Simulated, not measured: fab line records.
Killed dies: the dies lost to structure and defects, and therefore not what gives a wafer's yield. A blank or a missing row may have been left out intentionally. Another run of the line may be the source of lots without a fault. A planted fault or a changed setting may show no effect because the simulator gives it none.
fab line records + flow n5_finfet
record
- lots=5
- wafers=15
- last_day=19
route steps=1938 shown BEOL_M3@972 BEOL_M4@1111 PASSIVATION@1936
lots untouched by any fault: they come from a run of this same line in which no faults occurred
start_h: hours from the record's first day to the start of the lot's first wafer shown + wait_h: hours elapsed since this lot's preceding step + " repeats the value in the row above + L1.1+2: a single row standing in for several wafers + - no value present, or no start provided + * or withheld: withheld + < > ~ a bound
route shown NAME@n: names a module that has steps shown in the file, with the first one's number in the route + usual: mean and standard deviation over wafers with no fault + same: alike in all rows + chamber/n: place in a boat + sites: per-site readings + _std_site: how widely they spread, as a standard deviation + _edge_site: mean of outer sites minus mean of inner sites + radius_mm: for every site, how far away it sits from the centre of the wafer + mask NAME#n: copy n + behind: tool/chamber where the wafer was last shaped + hold: what put the lot on hold/how long, in hours/how the hold closed + device: names the non-switching transistor (n, p or np) + end of line: the same wafers' tests at the end of the route + for a step that has no rows: nothing shown but its recipe + killed: dies that structure and defects cost at the first sort, which is not the same as the wafer's yield + map: the dies of a wafer, with x for killed, . for not killed, _ for no die there
set.NAME: the run value of the setting; set.NAME@STEP: its run value at that earlier step + model.NAME: the simulator's own value behind a step, which no gauge read
lots at selected steps of the route; one table per step, one row per wafer
services: from which hour (start_h, from the record's first day; less than 0 if before it) a tool's chamber was out of use, for how many hours, and why
## steps
# step N5_BEOL_M3_ALD_98
# recipe
- material=SiO2
- target_thk_a=25
- temp_c=100
- ald_precursor_family=BDEAS
- ald_co_reactant=O2-plasma
- pulse_time_s=1
- co_reactant_pulse_time_s=1
- purge_time_s=2
- co_reactant_purge_time_s=2
- ald_cycles=17
- pressure_torr=2
# step N5_BEOL_M3_ETCHBACK_99
# recipe
- chemistry=CHF3
- target=SiO2
- target_depth_a=50
- time_s=10.4
- source_w=215
- bias_w=47
- Ar_flow_sccm=200
- CHF3_flow_sccm=12
- ion_energy_ev=100
- pressure_mtorr=30
# step N5_BEOL_M3_ETCH_70
# recipe
- chemistry=N2/H2
- target=SOC
- target_depth_a=800
- overetch_a=160
- mask_material=SiARC
- temp_c=40
- time_s=120
- ion_energy_ev=200
- pressure_mtorr=30
- source_w=840
- bias_w=150
- n2_flow_sccm=200
- h2_flow_sccm=200
# step N5_BEOL_M3_STRIP_71
# recipe
- chemistry=N2/H2
- temp_c=40
- n2_flow_sccm=200
- h2_flow_sccm=200
- rf_frequency_hz=6e+07
# step N5_BEOL_M3_STRIP_78
# recipe
- chemistry=N2/H2
- temp_c=40
- n2_flow_sccm=200
- h2_flow_sccm=200
- rf_frequency_hz=6e+07
# step N5_BEOL_M3_VIA_ETCH_34
# recipe
- chemistry=C4F6/O2
- target_depth_a=694
- mask_material=SOC
- pressure_mtorr=15
- ion_energy_ev=250
- taper_deg=4
- time_s=65.9
- source_w=350
- bias_w=170
- Ar_flow_sccm=300
- C4F6_flow_sccm=10
- O2_flow_sccm=10
# step N5_BEOL_M3_STRIP_83
# recipe
- chemistry=C4F6/O2
- resist=SiARC
- rf_frequency_hz=6e+07
# step N5_BEOL_M3_STRIP_36
# recipe
- chemistry=N2/H2
- power_w=450
- temp_c=40
- pressure_mtorr=20
- rf_frequency_hz=6e+07
- overash_fraction=0.3
- bias_power_w=7
- h2_frac=0.5
- n2_flow_sccm=200
- h2_flow_sccm=200
# step N5_BEOL_M3_TRENCH_ETCH_37
# recipe
- chemistry=C4F6/O2
- target_depth_a=555.55
- target=SiOC
- time_s=29.2
- ion_energy_ev=250
- pressure_mtorr=30
- source_w=355
- bias_w=185
- Ar_flow_sccm=300
- C4F6_flow_sccm=10
- O2_flow_sccm=10
# step N5_BEOL_M3_ETCH_41
# recipe
- chemistry=CH3F/O2
- target=SiCN
- target_depth_a=299
- taper_deg=2
- time_s=52.5
- ion_energy_ev=120
- mask_material=TiN
- pressure_mtorr=30
- source_w=395
- bias_w=75
- Ar_flow_sccm=150
- CH3F_flow_sccm=30
- O2_flow_sccm=20
# step N5_BEOL_M3_STRIP_97
# recipe
- chemistry=N2/H2
- time_s=10
- power_w=450
- temp_c=40
- pressure_mtorr=20
- rf_frequency_hz=6e+07
- bias_power_w=7
- n2_flow_sccm=200
- h2_flow_sccm=200
# step N5_BEOL_M3_HM_STRIP_39
# recipe
- chemistry=peroxide_tin_strip
- material=TiN
- target_depth_a=250
- temp_c=50
- time_s=158
# usual
- bath_guard_temp_C=50.1/0.44
- bath_heat_duty_pct=6.9/0.77
| lot.wafer | tool         | chamber | start_h | wait_h | bath_guard_temp_C | bath_heat_duty_pct | model.TiN_of_BEOL_M3_HM_DEP_02.thk_nm |
|-----------|--------------|---------|---------|--------|-------------------|--------------------|---------------------------------------|
| L648.2    | wet_bench-01 | 5       | 264.16  | 0.0    | 50.5              | 7.2                | 0                                     |
| L648.4    | "            | 3       | "       | "      | 50.1              | 8.6                | 0                                     |
| L648.6    | "            | 1       | "       | "      | 50.3              | 7.1                | 0                                     |
| L650.1    | wet_bench-02 | 7       | 267.90  | 0.0    | -                 | -                  | 18                                    |
| L650.2    | "            | 3       | "       | "      | -                 | -                  | 17.8                                  |
| L650.4    | "            | 1       | "       | "      | -                 | -                  | 17.4                                  |
| L653.2    | wet_bench-02 | 3       | 271.42  | 0.0    | -                 | -                  | 17.6                                  |
| L653.3    | "            | 4       | "       | "      | -                 | -                  | 17.8                                  |
| L653.5    | "            | 5       | "       | "      | -                 | -                  | 17.6                                  |
| L652.2    | wet_bench-01 | 5       | 276.97  | 0.0    | -                 | -                  | 17.6                                  |
| L652.4    | "            | 6       | "       | "      | -                 | -                  | 17                                    |
| L652.6    | "            | 7       | "       | "      | -                 | -                  | 17.6                                  |
| L659.2    | wet_bench-02 | 1       | 319.85  | 0.0    | 49.9              | 6.9                | 0                                     |
| L659.4    | "            | 2       | "       | "      | 49.7              | 5.5                | 0                                     |
| L659.5    | "            | 3       | "       | "      | 49.7              | 8.1                | 0                                     |
# step N5_BEOL_M3_SRD_40
# recipe
- time_s=30
- temp_c=23
- rinse_liquid=diw
- dry=ipa_marangoni
# step N5_BEOL_M3_PRECLEAN_42
# recipe
- chemistry=residue_remover
- time_s=60
- temp_c=40
| lot.wafer  | tool         | chamber | start_h | wait_h | model.TiN_of_BEOL_M3_HM_DEP_02.thk_nm |
|------------|--------------|---------|---------|--------|---------------------------------------|
| L648.2+4+6 | wet_bench-01 | 5,3,1   | 264.23  | 0.0    | 0                                     |
| L650.1     | wet_bench-02 | 7       | 267.97  | 0.0    | 7                                     |
| L650.2     | "            | 3       | "       | "      | 6.8                                   |
| L650.4     | "            | 1       | "       | "      | 6.4                                   |
| L653.2+5   | wet_bench-02 | 3,5     | 271.49  | 0.0    | 6.6                                   |
| L653.3     | "            | 4       | "       | "      | 6.8                                   |
| L652.2+6   | wet_bench-01 | 5,7     | 277.03  | 0.0    | 6.6                                   |
| L652.4     | "            | 6       | "       | "      | 6                                     |
| L659.2+4+5 | wet_bench-02 | 1,2,3   | 319.91  | 0.0    | 0                                     |
# step N5_BEOL_M3_SRD_43
# recipe
- time_s=30
- temp_c=23
- rinse_liquid=diw
- dry=ipa_marangoni
# step N5_BEOL_M3_DEGAS_44
# recipe
- ambient=vacuum
- temp_c=250
- time_s=60
# step N5_BEOL_M3_PRE_CLEAN_45
# recipe
- gas=H2/He
- time_s=30
- temp_c=250
# step N5_BEOL_M3_ALD_84
# recipe
- material=TaN
- target_thk_a=*
- temp_c=275
- ald_precursor_family=PDMAT
- ald_co_reactant=NH3
- pressure_torr=3
- carrier_flow_sccm=1500
- pulse_time_s=2
- purge_time_s=3
- co_reactant_purge_time_s=2
- co_reactant_pulse_time_s=3
- ald_cycles=30
- precursor_vessel_temp_c=75
- precursor_vessel_pressure_torr=26.25
- precursor_vessel_carrier_sccm=1000
# step N5_BEOL_M3_SURFACE_TREAT_85
# recipe
- gas=Ar
- time_s=*
- ion_energy_ev=*
- ion_current_ma_cm2=0.5
- pressure_mtorr=*
- ar_flow_sccm=30
# step N5_BEOL_M3_CVD_47
# recipe
- material=Co
- target_thk_a=30
- temp_c=withheld
- precursor=CCTBA/H2
- pressure_torr=30
- time_s=223.8
# step N5_BEOL_M3_SPUTTER_48
# recipe
- material=Cu
- target_thk_a=45
- temp_c=-20
- chamber_pressure_pa=0.07
- power_w=withheld
- time_s=8.29
# step N5_BEOL_M3_ANNEAL_49
# recipe
- temp_c=400
- time_s=240
- ambient=vacuum
# step N5_BEOL_M3_SPUTTER_79
# recipe
- material=Cu
- target_thk_a=45
- temp_c=-20
- chamber_pressure_pa=0.07
- power_w=withheld
- time_s=8.29
# step N5_BEOL_M3_ANNEAL_80
# recipe
- temp_c=400
- time_s=240
- ambient=vacuum
# step N5_BEOL_M3_SPUTTER_81
# recipe
- material=Cu
- target_thk_a=45
- temp_c=-20
- chamber_pressure_pa=0.07
- power_w=withheld
- time_s=8.29
# step N5_BEOL_M3_ANNEAL_82
# recipe
- temp_c=400
- time_s=240
- ambient=vacuum
# step N5_BEOL_M3_SPUTTER_86
# recipe
- material=Cu
- target_thk_a=45
- temp_c=-20
- chamber_pressure_pa=0.07
- power_w=withheld
- time_s=8.29
# step N5_BEOL_M3_ANNEAL_87
# recipe
- temp_c=400
- time_s=240
- ambient=vacuum
# step N5_BEOL_M3_SPUTTER_88
# recipe
- material=Cu
- target_thk_a=45
- temp_c=-20
- chamber_pressure_pa=0.07
- power_w=withheld
- time_s=8.29
# step N5_BEOL_M3_ANNEAL_89
# recipe
- temp_c=400
- time_s=240
- ambient=vacuum
# step N5_BEOL_M3_SPUTTER_90
# recipe
- material=Cu
- target_thk_a=45
- temp_c=-20
- chamber_pressure_pa=0.07
- power_w=withheld
- time_s=8.29
# step N5_BEOL_M3_ANNEAL_91
# recipe
- temp_c=400
- time_s=240
- ambient=vacuum
# step N5_BEOL_M3_SPUTTER_92
# recipe
- material=Cu
- target_thk_a=45
- temp_c=-20
- chamber_pressure_pa=0.07
- power_w=withheld
- time_s=8.29
# step N5_BEOL_M3_ANNEAL_93
# recipe
- temp_c=400
- time_s=240
- ambient=vacuum
# step N5_BEOL_M3_SPUTTER_94
# recipe
- material=Cu
- target_thk_a=45
- temp_c=-20
- chamber_pressure_pa=0.07
- power_w=withheld
- time_s=8.29
# step N5_BEOL_M3_ANNEAL_95
# recipe
- temp_c=400
- time_s=240
- ambient=vacuum
# step N5_BEOL_M3_SPUTTER_96
# recipe
- material=Cu
- target_thk_a=45
- temp_c=-20
- chamber_pressure_pa=0.07
- power_w=withheld
- time_s=8.29
# step N5_BEOL_M3_ECD_50
# recipe
- material=Cu
- target_thk_a=3000
# step N5_BEOL_M3_ANNEAL_51
# recipe
- temp_c=225
- time_s=90
- ambient=N2
# step N5_BEOL_M3_CMP_52
# recipe
- stop_on=SiOC
- t_overpolish_s=6.8
- down_force_psi=1
- platen_rpm=50
- clearing_platen_down_force_psi=1.5
- clearing_platen_rpm=50
- post_cmp_clean=cu_alkaline
- target_thk_nm=40
- clearing_platen_pad_velocity_m_s=0.99484
- pad_velocity_m_s=0.99484
# usual
- barrier_field_endpoint_s=24.7/0.56
- motor_current_A=6.0/0.47
| lot.wafer | tool   | chamber | start_h | wait_h | barrier_field_endpoint_s | motor_current_A |
|-----------|--------|---------|---------|--------|--------------------------|-----------------|
| L648.4    | cmp-04 | 3       | 268.65  | 0.1    | 24.6                     | 6.5             |
| L648.2    | "      | 2       | "       | "      | 23.8                     | 6.0             |
| L648.6    | "      | 3       | "       | "      | 24.3                     | 6.8             |
| L650.1    | cmp-02 | 3       | 272.00  | 0.3    | 32.3                     | 6.3             |
| L650.2    | "      | 0       | "       | "      | 32.9                     | 5.4             |
| L650.4    | "      | 1       | "       | "      | 32.6                     | 5.4             |
| L653.3    | cmp-02 | 2       | 276.87  | 0.2    | 32.7                     | 6.0             |
| L653.2    | "      | 0       | "       | "      | 32.3                     | 5.3             |
| L653.5    | "      | 2       | "       | "      | 33.6                     | 6.3             |
| L652.2    | cmp-04 | 2       | 280.33  | 0.2    | 33.0                     | 6.2             |
| L652.4    | "      | 0       | "       | "      | 32.7                     | 6.3             |
| L652.6    | "      | 3       | "       | "      | 34.6                     | 6.4             |
| L659.4    | cmp-04 | 1       | 323.14  | 0.1    | 23.9                     | 5.8             |
| L659.2    | "      | 0       | "       | "      | 24.6                     | 6.0             |
| L659.5    | "      | 2       | "       | "      | 23.8                     | 6.0             |
# step N5_BEOL_M4_RC_MEAS_101
# usual
- DIBL_N=36.0/1.6
- DIBL_P=35.8/2
- IOFF_N=0.152/0.03
- IOFF_P=0.20/0.031
- ION_N=670/12
- ION_P=459/7.4
- SS_N=71.5/0.56
- SS_P=73.2/0.64
- VT_N=251/3.5
- VT_P=-252/3.3
| lot.wafer | tool      | chamber | start_h | wait_h | DIBL_N[mV/V] | DIBL_P[mV/V] | IOFF_N[nA/um] | IOFF_P[nA/um] | ION_N[uA/um] | ION_P[uA/um] | SS_N[mV/dec] | SS_P[mV/dec] | VT_N[mV] | VT_P[mV] |
|-----------|-----------|---------|---------|--------|--------------|--------------|---------------|---------------|--------------|--------------|--------------|--------------|----------|----------|
| L648.2    | prober-02 | 0       | 281.19  | 0.2    | 39.2         | 37.8         | 0.193         | 0.21          | 684          | 460          | 72.1         | 74.2         | 245      | -252     |
| L648.4    | "         | 0       | "       | "      | 37.3         | 35.9         | 0.163         | 0.19          | 669          | 457          | 72.5         | 73.2         | 246      | -254     |
| L648.6    | "         | 0       | "       | "      | 35.6         | 33.4         | 0.132         | 0.15          | 662          | 447          | 71.0         | 71.9         | 252      | -255     |
| L650.1    | prober-01 | 0       | 284.98  | 0.0    | 35.6         | 37.0         | 0.171         | 0.22          | 673          | 462          | 71.0         | 73.1         | 249      | -249     |
| L650.2    | "         | 0       | "       | "      | 35.5         | 37.5         | 0.190         | 0.24          | 694          | 472          | 71.2         | 72.9         | 244      | -248     |
| L650.4    | "         | 0       | "       | "      | 32.2         | 33.5         | 0.124         | 0.17          | 666          | 460          | 70.4         | 72.0         | 250      | -254     |
| L653.2    | prober-02 | 0       | 292.00  | 0.2    | 35.6         | 32.7         | 0.127         | 0.16          | 656          | 443          | 71.8         | 73.0         | 254      | -257     |
| L653.3    | "         | 0       | "       | "      | 35.2         | 33.2         | 0.122         | 0.15          | 659          | 443          | 71.1         | 73.0         | 256      | -258     |
| L653.5    | "         | 0       | "       | "      | 34.1         | 32.0         | 0.109         | 0.14          | 673          | 459          | 71.4         | 71.8         | 257      | -258     |
| L652.2    | prober-01 | 0       | 302.10  | 0.2    | 33.0         | 33.7         | 0.120         | 0.17          | 679          | 465          | 70.4         | 72.4         | 249      | -252     |
| L652.4    | "         | 0       | "       | "      | 38.4         | 39.0         | 0.209         | 0.24          | 684          | 459          | 72.5         | 73.8         | 247      | -249     |
| L652.6    | "         | 0       | "       | "      | 35.6         | 36.1         | 0.155         | 0.20          | 675          | 466          | 71.2         | 72.8         | 248      | -250     |
| L659.2    | prober-02 | 0       | 347.50  | 0.2    | 35.4         | 35.4         | 0.139         | 0.17          | 673          | 456          | 71.5         | 73.4         | 251      | -254     |
| L659.4    | "         | 0       | "       | "      | 36.3         | 36.9         | 0.164         | 0.20          | 669          | 458          | 72.8         | 73.4         | 249      | -254     |
| L659.5    | "         | 0       | "       | "      | 34.5         | 35.0         | 0.131         | 0.18          | 656          | 457          | 71.9         | 72.6         | 251      | -253     |
# step N5_PASSIVATION_PROBE_49
# usual
- defect_limited_yield=91.6/1.4
- killed_at_M0_to_M3=33/10
- killed_at_M4_up=13/5.3
- killed_at_contacts=13/5.9
- killed_at_front_end=36/12
- killed_at_other=4/3.1
- killed_dies=99/16
- killed_open=65/13
- killed_short=32/7.3
- sort_bin_5_function=4.9/0.9
- sort_bin_6_memory=3.1/0.66
- sort_n_pass=1081/17
- sort_yield_pct=91.6/1.4
# same
- gross_dies=1180
- killed_at_back_side=0
- sort_bin_4_leakage[%]=0
- sort_bin_8_speed[%]=0
| lot.wafer | tool      | chamber | start_h | wait_h | defect_limited_yield[%] | killed_at_M0_to_M3 | killed_at_M4_up | killed_at_contacts | killed_at_front_end | killed_at_other | killed_dies | killed_open | killed_short | sort_bin_5_function[%] | sort_bin_6_memory[%] | sort_n_pass | sort_yield_pct[%] |
|-----------|-----------|---------|---------|--------|-------------------------|--------------------|-----------------|--------------------|---------------------|-----------------|-------------|-------------|--------------|------------------------|----------------------|-------------|-------------------|
| L653.2    | prober-02 | -       | 394.09  | 0.1    | 87.9                    | 69                 | 13              | 9                  | 51                  | 1               | 143         | 68          | 36           | 6.9                    | 4.5                  | 1037        | 87.9              |
| L653.3    | prober-02 | -       | 394.14  | 0.1    | 87.3                    | 62                 | 15              | 21                 | 49                  | 3               | 150         | 81          | 32           | 7.6                    | 4.7                  | 1030        | 87.3              |
| L653.5    | prober-02 | -       | 394.24  | 0.2    | 90.8                    | 60                 | 9               | 6                  | 31                  | 2               | 108         | 39          | 23           | 5.3                    | 3.6                  | 1072        | 90.8              |
| L650.1    | prober-01 | -       | 397.92  | 0.0    | 87.5                    | 64                 | 12              | 21                 | 50                  | 0               | 147         | 76          | 36           | 7.4                    | 4.6                  | 1033        | 87.5              |
| L650.2    | prober-01 | -       | 397.97  | 0.1    | 89.6                    | 54                 | 11              | 18                 | 39                  | 1               | 123         | 58          | 25           | 6.4                    | 3.8                  | 1057        | 89.6              |
| L650.4    | prober-01 | -       | 398.07  | 0.2    | 88.6                    | 61                 | 9               | 28                 | 34                  | 3               | 135         | 68          | 29           | 7.1                    | 4.0                  | 1045        | 88.6              |
| L652.2    | prober-02 | -       | 414.52  | 0.1    | 88.3                    | 64                 | 19              | 8                  | 45                  | 2               | 138         | 77          | 22           | 6.6                    | 4.9                  | 1042        | 88.3              |
| L652.4    | prober-02 | -       | 414.62  | 0.2    | 88.4                    | 71                 | 14              | 11                 | 36                  | 5               | 137         | 75          | 32           | 6.2                    | 5.4                  | 1043        | 88.4              |
| L652.6    | prober-02 | -       | 414.72  | 0.3    | 87.5                    | 54                 | 10              | 22                 | 60                  | 1               | 147         | 83          | 37           | 7.4                    | 4.7                  | 1033        | 87.5              |
# killed by level:class
L653.2 BEOL_M3:interface_void_opened=31 FIN_SAQP:geometric_particle:open=17 BEOL_M0_SAQP:geometric_particle:short=12 BEOL_M0_SAQP:geometric_particle:open=12 STI_FIN_REVEAL:geometric_particle:open=10 MOL_CONTACT_COAG:geometric_particle:open=8 BEOL_M1:geometric_particle:open=7 BEOL_M1:geometric_particle:short=7
L653.3 BEOL_M3:interface_void_opened=37 STI_FIN_REVEAL:geometric_particle:open=17 MOL_CONTACT_COAG:geometric_particle:open=15 FIN_SAQP:geometric_particle:open=14 BEOL_M0_SAQP:geometric_particle:open=9 MOL_CONTACT_COAG:geometric_particle:short=6 BEOL_M4:geometric_particle:open=6 STI_FIN_REVEAL:geometric_particle:short=5
L653.5 BEOL_M3:interface_void_opened=41 FIN_SAQP:geometric_particle:open=8 FIN_SAQP:geometric_particle:short=6 BEOL_M4:geometric_particle:open=6 MOL_CONTACT_COAG:geometric_particle:open=5 BEOL_M0_SAQP:geometric_particle:short=5 BEOL_M0_SAQP:geometric_particle:open=4 STI_FIN_REVEAL:geometric_particle:open=3
L650.1 BEOL_M3:interface_void_opened=29 MOL_CONTACT_COAG:geometric_particle:open=19 FIN_SAQP:geometric_particle:open=12 BEOL_M0_SAQP:geometric_particle:short=11 FIN_SAQP:geometric_particle:short=10 BEOL_M0_SAQP:geometric_particle:open=9 DUMMY_GATE:geometric_particle:open=6 GATE_CUT:geometric_particle:short=6
L650.2 BEOL_M3:interface_void_opened=40 MOL_CONTACT_COAG:geometric_particle:open=13 DUMMY_GATE:geometric_particle:open=8 STI_FIN_REVEAL:geometric_particle:open=7 BEOL_M1:geometric_particle:open=7 FIN_SAQP:geometric_particle:open=5 GATE_CUT:geometric_particle:short=5 MOL_CONTACT_COAG:geometric_particle:short=5
L650.4 BEOL_M3:interface_void_opened=36 MOL_CONTACT_COAG:geometric_particle:open=22 DUMMY_GATE:geometric_particle:open=7 MOL_CONTACT_COAG:geometric_particle:short=6 FIN_SAQP:geometric_particle:open=5 STI_FIN_REVEAL:geometric_particle:open=5 BEOL_M0:geometric_particle:open=5 BEOL_M1:geometric_particle:short=4
L652.2 BEOL_M3:interface_void_opened=38 STI_FIN_REVEAL:geometric_particle:open=16 BEOL_M1:geometric_particle:open=10 FIN_SAQP:geometric_particle:open=9 MOL_CONTACT_COAG:geometric_particle:open=8 BEOL_M4:geometric_particle:open=8 BEOL_M2:geometric_particle:open=6 GATE_CUT:geometric_particle:short=4
L652.4 BEOL_M3:interface_void_opened=30 STI_FIN_REVEAL:geometric_particle:open=10 BEOL_M2:geometric_particle:open=10 MOL_CONTACT_COAG:geometric_particle:open=9 BEOL_M1:geometric_particle:open=7 BEOL_M3:geometric_particle:open=6 FIN_SAQP:geometric_particle:short=5 BEOL_M0_SAQP:geometric_particle:short=5
L652.6 BEOL_M3:interface_void_opened=25 STI_FIN_REVEAL:geometric_particle:open=23 MOL_CONTACT_COAG:geometric_particle:open=16 BEOL_M2:geometric_particle:open=8 BEOL_M0_SAQP:geometric_particle:open=7 FIN_SAQP:geometric_particle:short=6 GATE_CUT:geometric_particle:short=6 MOL_CONTACT_COAG:geometric_particle:short=6
# map L650.1 (x killed, . not)
_________________.......xxx.x________________
______________.................._____________
___________........................__________
__________......x..x..............x._________
________............x.......x.x.xx...._______
_______...x.......x...x......x.........______
______.....................x....xx......_____
_____....x...........xx....x.............____
____..x............x.x.x.....x..x.x....xx.___
___x...........x....x....x.....x.......xx..__
___..x...x.........x......x......x.........__
__...........x.........x..x......x.........._
__.x...x.....x.............................._
_........x......x...x.x....xxx........xx.....
_x........x........x...x............x.x.x....
_..........................x......xx....x.x..
_....x.....x...................x......x......
_.x..x....x...x..............................
_.........x....x...x...........x..........x..
_..x....x......x...x..x........x.............
_...............x.......x.......x....x.x.....
__x...x......x..x.......x.............x...x._
__.....xx.....x................x............_
___..x.x...................x........x......__
___...x.............................x......__
____.......x.x............................___
_____....................xx.........x....____
______.....x..x.x.x........x.....x..xx.._____
_______........xx.x..xx..x...x.........______
________..x.....x...........xx......x._______
__________.x..........x.........x..._________
___________...........x..x...x.....__________
______________.................._____________
_________________..x...x.x...________________
# map L652.6 (x killed, . not)
_________________............________________
______________xx......x.....x..._____________
___________..........x.............__________
__________...xx..x..x...........x..x_________
________.................x......x....x_______
_______..........x............x........______
______..x....xx..........x..x....xxx...._____
_____x.....x..xx.....x..x...........xx...____
____...................x..........x.x.....___
___...x..............................x..x..__
___...xx.....x...........x.....xxx.......x.__
__..........x.................xx..........x._
__......x....................x.............._
_.........xxx.......xx....................x..
_..x............x.....x...xx.........x.......
_.........xx.x.......x..x...........x...x...x
_......x...........xx..x.......x.....x.x.....
_...................x............x...........
_..x.....x.x...........x.....................
_...x..................x.......x.............
_.....x.....x..............x.......x....xx...
__..............x.............x..........x.._
__....x..x......................x.....x...x._
___x..x............x..x.....x..............__
___....x.........xxx................x......__
____.....x...x.................x..........___
_____......................x........x....____
______.......x...........x.x...x........_____
_______........x.x....x..x.......xx....______
________.x...........xx..x.....x..x..x_______
__________x...................x.x..._________
___________....x.........x....x....__________
______________.....x.x........xx_____________
_________________.x...xx.....________________
## services
| tool   | chamber | start_h | hours | kind   |
|--------|---------|---------|-------|--------|
| cmp-04 | -       | 314.51  | 2.5   | repair |
## key
first_sign
- step=N5_BEOL_M3_HM_STRIP_39
- reading=tool_record
- direction=missing
effect
- step=N5_BEOL_M3_CMP_52
- reading=barrier_field_endpoint_s
- direction=up
- sigmas=15
- usual=24.7
- struck=33.0
effect
- step=N5_PASSIVATION_PROBE_49
- reading=killed_at_M0_to_M3
- direction=up
- sigmas=2.9
- usual=33
- struck=62
model_effect
- step=N5_BEOL_M3_HM_STRIP_39
- value=TiN_of_BEOL_M3_HM_DEP_02.thk_nm
- without=0
- struck=17.6
model_effect
- step=N5_BEOL_M3_PRECLEAN_42
- value=TiN_of_BEOL_M3_HM_DEP_02.thk_nm
- without=0
- struck=6.6
met_at N5_BEOL_M3_HM_STRIP_39
struck_wafers L650.1,L650.2,L650.4,L652.2,L652.4,L652.6,L653.2,L653.3,L653.5
onset_between 264.16 267.90
fault
- kind=skipped_step_whole
- tool=wet_bench-01,wet_bench-02
- chamber=-
- onset_h=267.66
- steps=N5_BEOL_M3_HM_STRIP_39
- scope=struck_lots_only
